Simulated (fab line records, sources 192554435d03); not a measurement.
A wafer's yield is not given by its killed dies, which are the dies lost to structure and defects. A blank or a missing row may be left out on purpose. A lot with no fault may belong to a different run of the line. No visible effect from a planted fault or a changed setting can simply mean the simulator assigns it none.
fab line records ; flow n5_finfet
record: lots: 7; wafers: 21
route steps=1938 shown MOL_CONTACT_COAG@519 BEOL_M0@720 BEOL_M1@761
start_h: hours from the record's first day to the start of the lot's first wafer shown ; wait_h: time in hours since the lot's previous step ; " identical to the entry in the row above ; L1.1+2: a single row standing in for several wafers ; - no value present, or no start provided ; * or withheld: withheld ; < > ~ a bound
route shown NAME@n: a module of which the file shows steps, and the number in the route of the first ; usual: mean/standard deviation of fault-free wafers ; same: alike in all rows ; chamber/n: place in a boat ; sites: readings site by site ; _std_site: the standard deviation of these ; _edge_site: inner sites' mean taken away from outer sites' mean ; radius_mm: for every site, how far away it sits from the centre of the wafer ; mask NAME#n: copy n ; behind: the last tool/chamber to shape the wafer ; hold: reason for holding the lot/hours on hold/outcome of the hold ; device: the transistor (n, p or np) that didn't switch ; end of line: tests of these same wafers at the route's end ; for a step that has no rows: nothing shown but its recipe ; killed: dies lost to structure and defects at the first sort, not the wafer's yield ; map: shows each die of a wafer: x if killed, . if not, _ if none is there
set.NAME: setting as actually run; set.NAME@STEP: the setting as run at that earlier step ; model.NAME: the simulator's own value behind a step, which no gauge read
one table per step and one row per wafer, for lots whose settings were changed on purpose
== steps ==
step: N5_MOL_CONTACT_COAG_COAT_58
recipe: resist: underlayer; temp_c: 205; time_s: 60; spin_rpm: 1500; resist_thk_nm: 10
lot.wafer;tool;chamber;start_h;wait_h;set.spin_rpm;model.underlayer_of_MOL_CONTACT_COAG_COAT_58.thk_nm
L074.1+2+5;litho_track-05;0;-;-;1500;10
L078.1+3+6;litho_track-02;0;-;-;1500;10
L080.1;litho_track-03;0;-;-;1414;10.2
L080.4+5;litho_track-03;0;-;-;1500;10
L083.3+5+6;litho_track-02;0;-;-;1437;10.2
L085.1+5;litho_track-03;0;-;-;1378;10.4
L085.6;litho_track-03;0;-;-;1500;10
L088.2+5+6;litho_track-02;0;-;-;1363;10.4
L097.1+2;litho_track-03;0;-;-;1500;10
L097.6;litho_track-03;0;-;-;1647;9.4
step: N5_MOL_CONTACT_COAG_COAT_02
recipe: resist: CAR-EUV; spin_rpm: 1500; resist_thk_nm: 30
step: N5_MOL_CONTACT_COAG_EBR_04
recipe: solvent: PGMEA; ebr_width_mm: 1.5
step: N5_MOL_CONTACT_COAG_DESCUM_13
recipe: chemistry: O2; time_s: 7; source_power_w: 50; bias_power_w: 20; pressure_mtorr: 20; rf_frequency_hz: 2.712e+07; temp_c: 40; resist: CAR-EUV; o2_flow_sccm: 225
step: N5_MOL_CONTACT_COAG_ETCH_59
recipe: chemistry: N2/H2; target: underlayer; target_depth_a: 130; mask_material: CAR-EUV; time_s: 10.4; ion_energy_ev: 200; pressure_mtorr: 30; source_w: 840; bias_w: 150; n2_flow_sccm: 200; h2_flow_sccm: 200; ends: cleared
lot.wafer;tool;chamber;start_h;wait_h;set.spin_rpm@MOL_CONTACT_COAG_COAT_58;model.CAR-EUV_of_MOL_CONTACT_COAG_COAT_02.thk_nm;model.etch.depth_nm
L074.1;rie_diel-05;0;88.64;0.0;1500;14.6;10
L074.2;rie_diel-05;3;88.64;0.0;1500;14.8;10.02
L074.5;rie_diel-05;0;88.64;0.0;1500;14.6;10.01
L078.1;rie_diel-05;1;111.29;0.0;1500;14.4;10.03
L078.3;rie_diel-05;0;111.29;0.0;1500;14.6;10.03
L078.6;rie_diel-05;2;111.29;0.0;1500;14.6;10.06
L080.1;rie_diel-06;1;125.90;0.0;1414;14.2;10.3
L080.4;rie_diel-06;2;125.90;0.0;1500;14.6;9.992
L080.5;rie_diel-06;3;125.90;0.0;1500;14.6;10.02
L083.3;rie_diel-05;2;148.31;0.0;1437;14.4;10.25
L083.5;rie_diel-05;1;148.31;0.0;1437;14.2;10.27
L083.6;rie_diel-05;2;148.31;0.0;1437;14.4;10.24
L085.1;rie_diel-05;1;154.82;0.0;1378;14;10.38
L085.5;rie_diel-05;1;154.82;0.0;1378;14;10.42
L085.6;rie_diel-05;3;154.82;0.0;1500;14.8;9.965
L088.2;rie_diel-05;0;174.12;0.0;1363;14.2;10.49
L088.5;rie_diel-05;1;174.12;0.0;1363;14;10.48
L088.6;rie_diel-05;2;174.12;0.0;1363;14.2;10.47
L097.1;rie_diel-05;0;228.57;0.0;1500;14.8;9.954
L097.2;rie_diel-05;3;228.57;0.0;1500;15;9.922
L097.6;rie_diel-05;3;228.57;0.0;1647;15.4;9.492
step: N5_MOL_CONTACT_COAG_ETCH_105
recipe: chemistry: CF4; target: SiARC; target_depth_a: 156; mask_material: CAR-EUV; time_s: 26; ion_energy_ev: 80; pressure_mtorr: 40; source_w: 545; bias_w: 36; Ar_flow_sccm: 100; cf4_flow_sccm: 100; ends: cleared
usual: rf_vpp_V: 184.3/1.2
lot.wafer;tool;chamber;start_h;wait_h;set.bias_w;rf_vpp_V
L074.1;rie_diel-05;0;88.66;0.0;36;183.1
L074.2;rie_diel-05;3;88.66;0.0;36;183.4
L074.5;rie_diel-05;0;88.66;0.0;36;183.5
L078.1;rie_diel-05;1;111.31;0.0;36;183.6
L078.3;rie_diel-05;0;111.31;0.0;30.14;164.2
L078.6;rie_diel-05;2;111.31;0.0;36;185.1
L080.1;rie_diel-06;1;125.92;0.0;38.13;192.3
L080.4;rie_diel-06;2;125.92;0.0;38.13;193.6
L080.5;rie_diel-06;3;125.92;0.0;36;184.1
L083.3;rie_diel-05;2;148.33;0.0;36;185.5
L083.5;rie_diel-05;1;148.33;0.0;40.57;198.1
L083.6;rie_diel-05;2;148.33;0.0;36;185.8
L085.1;rie_diel-05;1;154.84;0.0;38.63;191.8
L085.5;rie_diel-05;1;154.84;0.0;36;182.1
L085.6;rie_diel-05;3;154.84;0.0;38.63;193.6
L088.2;rie_diel-05;0;174.14;0.0;31.07;166.7
L088.5;rie_diel-05;1;174.14;0.0;31.07;166.0
L088.6;rie_diel-05;2;174.14;0.0;36;184.2
L097.1;rie_diel-05;0;228.59;0.0;39.16;193.0
L097.2;rie_diel-05;3;228.59;0.0;36;183.7
L097.6;rie_diel-05;3;228.59;0.0;39.16;193.6
step: N5_MOL_CONTACT_COAG_COAT_64
recipe: resist: underlayer; temp_c: 205; time_s: 60; spin_rpm: 1500; resist_thk_nm: 10
lot.wafer;tool;chamber;start_h;wait_h;set.spin_rpm;model.underlayer_of_MOL_CONTACT_COAG_COAT_64.thk_nm
L074.1+2+5;litho_track-05;0;-;-;1500;10
L078.1+6;litho_track-02;0;-;-;1652;9.6
L078.3;litho_track-02;0;-;-;1500;10
L080.1+5;litho_track-02;0;-;-;1500;10
L080.4;litho_track-02;0;-;-;1641;9.6
L083.3+5;litho_track-02;0;-;-;1500;10
L083.6;litho_track-02;0;-;-;1430;10.2
L085.1+5+6;litho_track-05;0;-;-;1500;10
L088.2+6;litho_track-03;0;-;-;1392;10.4
L088.5;litho_track-03;0;-;-;1500;10
L097.1+2+6;litho_track-05;0;-;-;1500;10
step: N5_MOL_CONTACT_COAG_EXPOSE_37
recipe: mask_id: VD; na: 0.33; source_shape: annular; sigma_inner: 0.3; sigma_outer: 0.7; polarization: unpolarized; defocus_nm: 0; dose_mj: 62
lot.wafer;tool;chamber;start_h;wait_h;mask;set.dose_mj
L074.1+2+5;euv_scanner-01;0;99.06;-;VD#0;62
L078.1;euv_scanner-01;0;124.71;-;VD#0;62
L078.3+6;euv_scanner-01;0;124.71;-;VD#0;65.95
L080.1+4+5;euv_scanner-01;0;135.25;-;VD#0;62
L083.3+6;euv_scanner-02;0;160.07;-;VD#0;66.19
L083.5;euv_scanner-02;0;160.07;-;VD#0;62
L085.1+5+6;euv_scanner-02;0;168.08;-;VD#0;62
L088.2+5+6;euv_scanner-01;0;187.96;-;VD#0;62
L097.1+2+6;euv_scanner-02;0;238.91;-;VD#0;62
step: N5_MOL_CONTACT_COAG_PEB_38
recipe: peb_temp_c: 100; peb_time_s: 60; resist: CAR-EUV
step: N5_MOL_CONTACT_COAG_DEVELOP_39
recipe: develop_time_s: 30; developer: TMAH; resist: CAR-EUV; rinse_liquid: surfactant_rinse; dry: air_spin; dev_temp_c: 23
step: N5_MOL_CONTACT_COAG_DESCUM_45
recipe: chemistry: O2; time_s: 7; source_power_w: 50; bias_power_w: 20; pressure_mtorr: 20; rf_frequency_hz: 2.712e+07; temp_c: 40; resist: CAR-EUV; o2_flow_sccm: 225
step: N5_MOL_CONTACT_COAG_ETCH_65
recipe: chemistry: N2/H2; target: underlayer; target_depth_a: 130; mask_material: CAR-EUV; time_s: 10.4; ion_energy_ev: 200; pressure_mtorr: 30; source_w: 840; bias_w: 150; n2_flow_sccm: 200; h2_flow_sccm: 200; ends: cleared
lot.wafer;tool;chamber;start_h;wait_h;set.spin_rpm@MOL_CONTACT_COAG_COAT_64;model.etch.depth_nm
L074.1;rie_diel-02;0;99.62;0.0;1500;9.959
L074.2;rie_diel-02;1;99.62;0.0;1500;10.01
L074.5;rie_diel-02;2;99.62;0.0;1500;9.998
L078.1;rie_diel-02;0;125.02;0.0;1652;9.524
L078.3;rie_diel-02;2;125.02;0.0;1500;10
L078.6;rie_diel-02;2;125.02;0.0;1652;9.571
L080.1;rie_diel-06;0;135.56;0.0;1500;9.973
L080.4;rie_diel-06;3;135.56;0.0;1641;9.549
L080.5;rie_diel-06;3;135.56;0.0;1500;9.972
L083.3+5;rie_diel-06;2,3;160.35;0.0;1500;10.03
L083.6;rie_diel-06;2;160.35;0.0;1430;10.24
L085.1;rie_diel-02;2;168.39;0.0;1500;10.06
L085.5;rie_diel-02;1;168.39;0.0;1500;10.03
L085.6;rie_diel-02;2;168.39;0.0;1500;10.04
L088.2;rie_diel-05;3;188.26;0.0;1392;10.42
L088.5;rie_diel-05;3;188.26;0.0;1500;10.04
L088.6;rie_diel-05;2;188.26;0.0;1392;10.41
L097.1;rie_diel-02;3;239.21;0.0;1500;10.02
L097.2;rie_diel-02;2;239.21;0.0;1500;10.03
L097.6;rie_diel-02;2;239.21;0.0;1500;9.999
step: N5_MOL_CONTACT_COAG_ETCHBACK_136
recipe: chemistry: CHF3; target: SiO2; target_depth_a: 250; time_s: 16.7; ion_energy_ev: 200; pressure_mtorr: 30; source_w: 610; bias_w: 170; Ar_flow_sccm: 200; CHF3_flow_sccm: 50
lot.wafer;tool;chamber;start_h;wait_h;set.target_depth_a
L074.1+2+5;rie_diel-02;0,1,3;100.14;0.0;250
L078.1+3+6;rie_diel-02;2,3,1;125.62;0.0;250
L080.1;rie_diel-05;2;135.96;0.0;279.6
L080.4+5;rie_diel-05;2,1;135.96;0.0;250
L083.3+5;rie_diel-05;2,0;160.76;0.0;250
L083.6;rie_diel-05;1;160.76;0.0;273.9
L085.1+5;rie_diel-06;2,1;168.79;0.0;250
L085.6;rie_diel-06;0;168.79;0.0;233.7
L088.2+5+6;rie_diel-06;1,0,2;190.12;0.0;250
L097.1+6;rie_diel-05;3,2;239.65;0.0;226.2
L097.2;rie_diel-05;1;239.65;0.0;250
step: N5_MOL_CONTACT_COAG_STRIP_120
recipe: chemistry: CHF3; resist: SiARC; rf_frequency_hz: 6e+07
step: N5_MOL_CONTACT_COAG_VIA_ETCH_117
recipe: chemistry: C4F6/O2; target_depth_a: 400; overetch_a: 80; mask_material: SOC; target: SiO2; bias_w: 455; pressure_mtorr: 10; time_s: 26; source_w: 325; Ar_flow_sccm: 300; C4F6_flow_sccm: 10; O2_flow_sccm: 10; ion_energy_ev: 575.3; ends: end_point
lot.wafer;tool;chamber;start_h;wait_h;set.target_depth_a@MOL_CONTACT_COAG_ETCHBACK_136;model.etch.depth_nm;model.MOL_CONTACT_COAG.feature_depth_nm
L074.1;rie_diel-02;0;100.17;0.0;250;39.61;39.6
L074.2;rie_diel-02;1;100.17;0.0;250;39.95;40
L074.5;rie_diel-02;3;100.17;0.0;250;40.25;40.2
L078.1;rie_diel-02;2;125.66;0.0;250;41.01;41
L078.3;rie_diel-02;3;125.66;0.0;250;40.64;40.6
L078.6;rie_diel-02;1;125.66;0.0;250;40.19;40.2
L080.1;rie_diel-05;2;135.99;0.0;279.6;37.65;37.6
L080.4;rie_diel-05;2;135.99;0.0;250;40.71;40.8
L080.5;rie_diel-05;1;135.99;0.0;250;40.31;40.4
L083.3;rie_diel-05;2;160.79;0.0;250;40.49;40.4
L083.5;rie_diel-05;0;160.79;0.0;250;40.11;40.2
L083.6;rie_diel-05;1;160.79;0.0;273.9;37.66;37.6
L085.1;rie_diel-06;2;168.82;0.0;250;39.31;39.4
L085.5;rie_diel-06;1;168.82;0.0;250;40.62;40.6
L085.6;rie_diel-06;0;168.82;0.0;233.7;41.11;41.2
L088.2;rie_diel-06;1;190.15;0.0;250;41.04;41
L088.5;rie_diel-06;0;190.15;0.0;250;39.64;39.6
L088.6;rie_diel-06;2;190.15;0.0;250;39.41;39.4
L097.1;rie_diel-05;3;239.69;0.0;226.2;43.07;43
L097.2;rie_diel-05;1;239.69;0.0;250;39.55;39.6
L097.6;rie_diel-05;2;239.69;0.0;226.2;43;43
step: N5_MOL_CONTACT_COAG_CVD_140
recipe: material: W; target_thk_a: 665; mode: selective_fill; temp_c: 300; time_s: 215
lot.wafer;tool;chamber;start_h;wait_h;set.target_thk_a;model.W_of_MOL_CONTACT_COAG_CVD_140.thk_nm
L074.1;cvd_w-01;0;100.65;0.1;665;67
L074.2;cvd_w-01;1;100.65;0.1;665;66.2
L074.5;cvd_w-01;1;100.65;0.1;665;67.2
L078.1;cvd_w-01;1;126.14;0.1;665;66
L078.3;cvd_w-01;1;126.14;0.1;665;66.8
L078.6;cvd_w-01;1;126.14;0.1;665;65.8
L080.1;cvd_w-02;0;136.48;0.1;665;64.8
L080.4;cvd_w-02;1;136.48;0.1;598.9;60
L080.5;cvd_w-02;1;136.48;0.1;665;66
L083.3;cvd_w-02;0;161.35;0.1;665;66.2
L083.5;cvd_w-02;0;161.35;0.1;701.1;69
L083.6;cvd_w-02;1;161.35;0.1;701.1;69.2
L085.1;cvd_w-02;0;169.31;0.1;665;67.2
L085.5;cvd_w-02;0;169.31;0.1;665;66.6
L085.6;cvd_w-02;1;169.31;0.1;591.7;59.2
L088.2;cvd_w-02;1;190.64;0.1;665;67.2
L088.5;cvd_w-02;1;190.64;0.1;754.1;76.2
L088.6;cvd_w-02;0;190.64;0.1;754.1;75.6
L097.1;cvd_w-01;1;240.17;0.1;665;65.6
L097.2;cvd_w-01;0;240.17;0.1;739.5;74.8
L097.6;cvd_w-01;0;240.17;0.1;665;67.6
step: N5_BEOL_M0_ETCH_128
recipe: chemistry: CF4/N2; target_depth_a: 120; overetch_a: 51; target: SiCN; time_s: 21.4; ion_energy_ev: 150; pressure_mtorr: 40; source_w: 430; bias_w: 70; Ar_flow_sccm: 100; cf4_flow_sccm: 60; n2_flow_sccm: 60
usual: rf_vpp_V: 382.6/1.9
lot.wafer;tool;chamber;start_h;wait_h;set.source_w;rf_vpp_V
L074.1;rie_diel-02;2;118.30;0.0;430;385.4
L074.2;rie_diel-02;3;118.30;0.0;430;382.3
L074.5;rie_diel-02;3;118.30;0.0;430;381.1
L078.1;rie_diel-05;2;138.43;0.1;430;385.3
L078.3;rie_diel-05;1;138.43;0.1;355.8;406.0
L078.6;rie_diel-05;1;138.43;0.1;355.8;407.3
L080.1;rie_diel-05;2;150.77;0.0;430;384.1
L080.4;rie_diel-05;0;150.77;0.0;430;379.3
L080.5;rie_diel-05;3;150.77;0.0;430;380.8
L083.3;rie_diel-02;2;173.50;0.0;460.4;377.1
L083.5;rie_diel-02;3;173.50;0.0;460.4;374.1
L083.6;rie_diel-02;0;173.50;0.0;460.4;375.1
L085.1;rie_diel-06;0;182.55;0.9;430;381.1
L085.5;rie_diel-06;2;182.55;0.9;450.8;379.5
L085.6;rie_diel-06;1;182.55;0.9;450.8;377.6
L088.2;rie_diel-02;1;204.60;0.9;365.5;402.5
L088.5;rie_diel-02;1;204.60;0.9;430;382.0
L088.6;rie_diel-02;0;204.60;0.9;365.5;403.3
L097.1;rie_diel-05;2;255.09;0.0;430;384.3
L097.2;rie_diel-05;1;255.09;0.0;430;381.9
L097.6;rie_diel-05;3;255.09;0.0;430;381.3
step: N5_BEOL_M1_EXPOSE_08
recipe: mask_id: M1; na: 0.33; source_shape: dipole; sigma_inner: 0.369; sigma_outer: 0.767; polarization: unpolarized; dose_mj: 33
lot.wafer;tool;chamber;start_h;wait_h;mask;set.dose_mj
L074.1+2+5;euv_scanner-01;0;123.70;-;M1#0;33
L078.1+3;euv_scanner-01;0;142.77;-;M1#0;33
L078.6;euv_scanner-01;0;142.77;-;M1#0;34.74
L080.1+4+5;euv_scanner-02;0;155.83;-;M1#0;33
L083.3+6;euv_scanner-01;0;178.95;-;M1#0;33
L083.5;euv_scanner-01;0;178.95;-;M1#0;31.11
L085.1;euv_scanner-02;0;187.16;-;M1#0;31.14
L085.5+6;euv_scanner-02;0;187.16;-;M1#0;33
L088.2+5+6;euv_scanner-02;0;212.38;-;M1#0;33
L097.1;euv_scanner-01;0;261.88;-;M1#0;33
L097.2+6;euv_scanner-01;0;261.88;-;M1#0;31.15
step: N5_BEOL_M1_PEB_09
recipe: peb_temp_c: 100; peb_time_s: 60; resist: CAR-EUV
step: N5_BEOL_M1_DEVELOP_10
recipe: develop_time_s: 30; developer: TMAH; resist: CAR-EUV; rinse_liquid: surfactant_rinse; dry: air_spin; dev_temp_c: 23
step: N5_BEOL_M1_CD_MEAS_11
recipe: target_cd_nm: 17.05; landing_energy_ev: 500; detector: se_inlens; polarity: opening
usual: cd_nm: 17.11/0.24
lot.wafer;tool;chamber;start_h;wait_h;set.dose_mj@BEOL_M1_EXPOSE_08;cd_nm
L074.1;cd_sem-01;0;123.82;-;33;17.16
L074.2;cd_sem-01;0;123.82;-;33;16.94
L074.5;cd_sem-01;0;123.82;-;33;17.24
L078.1;cd_sem-03;0;142.90;-;33;17.12
L078.3;cd_sem-03;0;142.90;-;33;17.25
L078.6;cd_sem-03;0;142.90;-;34.74;17.81
L080.1;cd_sem-03;0;155.95;-;33;17.15
L080.4;cd_sem-03;0;155.95;-;33;17.35
L080.5;cd_sem-03;0;155.95;-;33;17.28
L083.3;cd_sem-03;0;179.07;-;33;16.92
L083.5;cd_sem-03;0;179.07;-;31.11;16.23
L083.6;cd_sem-03;0;179.07;-;33;16.96
L085.1;cd_sem-02;0;187.28;-;31.14;15.99
L085.5;cd_sem-02;0;187.28;-;33;17.47
L085.6;cd_sem-02;0;187.28;-;33;16.85
L088.2;cd_sem-02;0;212.50;-;33;16.89
L088.5;cd_sem-02;0;212.50;-;33;17.08
L088.6;cd_sem-02;0;212.50;-;33;16.87
L097.1;cd_sem-02;0;262.00;-;33;17.06
L097.2;cd_sem-02;0;262.00;-;31.15;16.03
L097.6;cd_sem-02;0;262.00;-;31.15;15.81
step: N5_BEOL_M1_DESCUM_16
recipe: chemistry: O2; time_s: 7; source_power_w: 50; bias_power_w: 20; pressure_mtorr: 20; rf_frequency_hz: 2.712e+07; temp_c: 40; resist: CAR-EUV; o2_flow_sccm: 225
step: N5_BEOL_M1_ETCH_74
recipe: chemistry: N2/H2; target: underlayer; target_depth_a: 65; mask_material: CAR-EUV; time_s: 5.2; ion_energy_ev: 200; pressure_mtorr: 30; source_w: 840; bias_w: 150; n2_flow_sccm: 200; h2_flow_sccm: 200; ends: cleared
lot.wafer;tool;chamber;start_h;wait_h;set.dose_mj@BEOL_M1_EXPOSE_08;model.BEOL_M1.cd_offset_nm
L074.1;rie_diel-01;1;123.98;0.0;33;0.2
L074.2+5;rie_diel-01;3;123.98;0.0;33;0
L078.1;rie_diel-03;0;143.05;0.0;33;-0.2
L078.3;rie_diel-03;3;143.05;0.0;33;0.4
L078.6;rie_diel-03;1;143.05;0.0;34.74;1.2
L080.1+4+5;rie_diel-04;1,1,3;156.31;0.0;33;0.4
L083.3;rie_diel-01;2;179.24;0.0;33;0
L083.5;rie_diel-01;2;179.24;0.0;31.11;-1
L083.6;rie_diel-01;3;179.24;0.0;33;0.2
L085.1;rie_diel-04;2;187.65;0.0;31.14;-1
L085.5;rie_diel-04;2;187.65;0.0;33;0.2
L085.6;rie_diel-04;3;187.65;0.0;33;-0.2
L088.2;rie_diel-03;1;213.15;0.0;33;0.2
L088.5;rie_diel-03;3;213.15;0.0;33;0.4
L088.6;rie_diel-03;0;213.15;0.0;33;-0.2
L097.1;rie_diel-04;3;262.19;0.0;33;-0.2
L097.2+6;rie_diel-04;2;262.19;0.0;31.15;-1.2
step: N5_BEOL_M1_ETCH_63
recipe: chemistry: CF4; target: SiARC; target_depth_a: 156; mask_material: CAR-EUV; time_s: 26; ion_energy_ev: 80; pressure_mtorr: 40; source_w: 545; bias_w: 36; Ar_flow_sccm: 100; cf4_flow_sccm: 100; ends: cleared
lot.wafer;tool;chamber;start_h;wait_h;set.dose_mj@BEOL_M1_EXPOSE_08;model.BEOL_M1.cd_offset_nm
L074.1;rie_diel-01;1;124.00;0.0;33;0.2
L074.2+5;rie_diel-01;3;124.00;0.0;33;0
L078.1;rie_diel-03;0;143.07;0.0;33;0
L078.3;rie_diel-03;3;143.07;0.0;33;0.4
L078.6;rie_diel-03;1;143.07;0.0;34.74;1
L080.1;rie_diel-04;1;156.33;0.0;33;0.2
L080.4+5;rie_diel-04;1,3;156.33;0.0;33;0.4
L083.3;rie_diel-01;2;179.26;0.0;33;0.2
L083.5;rie_diel-01;2;179.26;0.0;31.11;-1
L083.6;rie_diel-01;3;179.26;0.0;33;0
L085.1;rie_diel-04;2;187.67;0.0;31.14;-0.8
L085.5;rie_diel-04;2;187.67;0.0;33;0.2
L085.6;rie_diel-04;3;187.67;0.0;33;-0.2
L088.2;rie_diel-03;1;213.16;0.0;33;0
L088.5;rie_diel-03;3;213.16;0.0;33;0.4
L088.6;rie_diel-03;0;213.16;0.0;33;-0.2
L097.1;rie_diel-04;3;262.20;0.0;33;0
L097.2+6;rie_diel-04;2;262.20;0.0;31.15;-1
step: N5_BEOL_M1_ETCH_64
recipe: chemistry: N2/H2; target: SOC; target_depth_a: 750; overetch_a: 150; mask_material: SiARC; temp_c: 40; time_s: 112.5; ion_energy_ev: 200; pressure_mtorr: 30; source_w: 840; bias_w: 150; n2_flow_sccm: 200; h2_flow_sccm: 200
usual: rf_vpp_V: 524.0/2.5
lot.wafer;tool;chamber;start_h;wait_h;set.bias_w;set.dose_mj@BEOL_M1_EXPOSE_08;rf_vpp_V;model.BEOL_M1.cd_offset_nm
L074.1;rie_diel-01;1;124.03;0.0;150;33;520.1;0
L074.2;rie_diel-01;3;124.03;0.0;150;33;520.9;-0.2
L074.5;rie_diel-01;3;124.03;0.0;150;33;520.0;-0.2
L078.1;rie_diel-03;0;143.10;0.0;150;33;528.8;0
L078.3;rie_diel-03;3;143.10;0.0;150;33;525.4;0.2
L078.6;rie_diel-03;1;143.10;0.0;150;34.74;524.5;0.8
L080.1;rie_diel-04;1;156.35;0.0;150;33;520.3;0.8
L080.4;rie_diel-04;1;156.35;0.0;150;33;522.7;0.8
L080.5;rie_diel-04;3;156.35;0.0;172.6;33;572.9;0.6
L083.3;rie_diel-01;2;179.29;0.0;138.4;33;500.4;0.4
L083.5;rie_diel-01;2;179.29;0.0;150;31.11;525.9;-0.6
L083.6;rie_diel-01;3;179.29;0.0;138.4;33;495.3;0
L085.1;rie_diel-04;2;187.70;0.0;150;31.14;520.0;-1
L085.5;rie_diel-04;2;187.70;0.0;150;33;519.2;0
L085.6;rie_diel-04;3;187.70;0.0;150;33;524.4;0
L088.2;rie_diel-03;1;213.19;0.0;175.7;33;578.8;-0.2
L088.5;rie_diel-03;3;213.19;0.0;150;33;522.0;0.4
L088.6;rie_diel-03;0;213.19;0.0;150;33;527.5;-0.4
L097.1;rie_diel-04;3;262.23;0.0;150;33;523.7;0
L097.2;rie_diel-04;2;262.23;0.0;150;31.15;518.8;-1.2
L097.6;rie_diel-04;2;262.23;0.0;150;31.15;521.6;-1
== key ==
split: step: N5_MOL_CONTACT_COAG_COAT_58; setting: spin_rpm; stated: 1500; by: wafer
response: step: N5_MOL_CONTACT_COAG_COAT_58; reading: model.underlayer_of_MOL_CONTACT_COAG_COAT_58.thk_nm; change: -0.0527; per: 1%; r: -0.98
response: step: N5_MOL_CONTACT_COAG_ETCH_59; reading: model.CAR-EUV_of_MOL_CONTACT_COAG_COAT_02.thk_nm; change: +0.0702; per: 1%; r: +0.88
response: step: N5_MOL_CONTACT_COAG_ETCH_59; reading: model.etch.depth_nm; change: -0.049; per: 1%; r: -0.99
split: step: N5_MOL_CONTACT_COAG_ETCH_105; setting: bias_w; stated: 36; by: wafer
response: step: N5_MOL_CONTACT_COAG_ETCH_105; reading: rf_vpp_V; change: +1.21; per: 1%; r: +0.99
split: step: N5_MOL_CONTACT_COAG_COAT_64; setting: spin_rpm; stated: 1500; by: wafer
response: step: N5_MOL_CONTACT_COAG_COAT_64; reading: model.underlayer_of_MOL_CONTACT_COAG_COAT_64.thk_nm; change: -0.0439; per: 1%; r: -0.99
response: step: N5_MOL_CONTACT_COAG_ETCH_65; reading: model.etch.depth_nm; change: -0.0464; per: 1%; r: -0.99
split: step: N5_MOL_CONTACT_COAG_EXPOSE_37; setting: dose_mj; stated: 62; by: wafer
response none clear
split: step: N5_MOL_CONTACT_COAG_ETCHBACK_136; setting: target_depth_a; stated: 250; by: wafer
response: step: N5_MOL_CONTACT_COAG_VIA_ETCH_117; reading: model.etch.depth_nm; change: -0.274; per: 1%; r: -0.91
response: step: N5_MOL_CONTACT_COAG_VIA_ETCH_117; reading: model.MOL_CONTACT_COAG.feature_depth_nm; change: -0.278; per: 1%; r: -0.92
split: step: N5_MOL_CONTACT_COAG_CVD_140; setting: target_thk_a; stated: 665; by: wafer
response: step: N5_MOL_CONTACT_COAG_CVD_140; reading: model.W_of_MOL_CONTACT_COAG_CVD_140.thk_nm; change: +0.654; per: 1%; r: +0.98
split: step: N5_BEOL_M0_ETCH_128; setting: source_w; stated: 430; by: wafer
response: step: N5_BEOL_M0_ETCH_128; reading: rf_vpp_V; change: -1.27; per: 1%; r: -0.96
split: step: N5_BEOL_M1_EXPOSE_08; setting: dose_mj; stated: 33; by: wafer
response: step: N5_BEOL_M1_CD_MEAS_11; reading: cd_nm; change: +0.165; per: 1%; r: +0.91
response: step: N5_BEOL_M1_ETCH_74; reading: model.BEOL_M1.cd_offset_nm; change: +0.189; per: 1%; r: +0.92
response: step: N5_BEOL_M1_ETCH_63; reading: model.BEOL_M1.cd_offset_nm; change: +0.167; per: 1%; r: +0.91
response: step: N5_BEOL_M1_ETCH_64; reading: model.BEOL_M1.cd_offset_nm; change: +0.162; per: 1%; r: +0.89
split: step: N5_BEOL_M1_ETCH_64; setting: bias_w; stated: 150; by: wafer
response: step: N5_BEOL_M1_ETCH_64; reading: rf_vpp_V; change: +3.3; per: 1%; r: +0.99
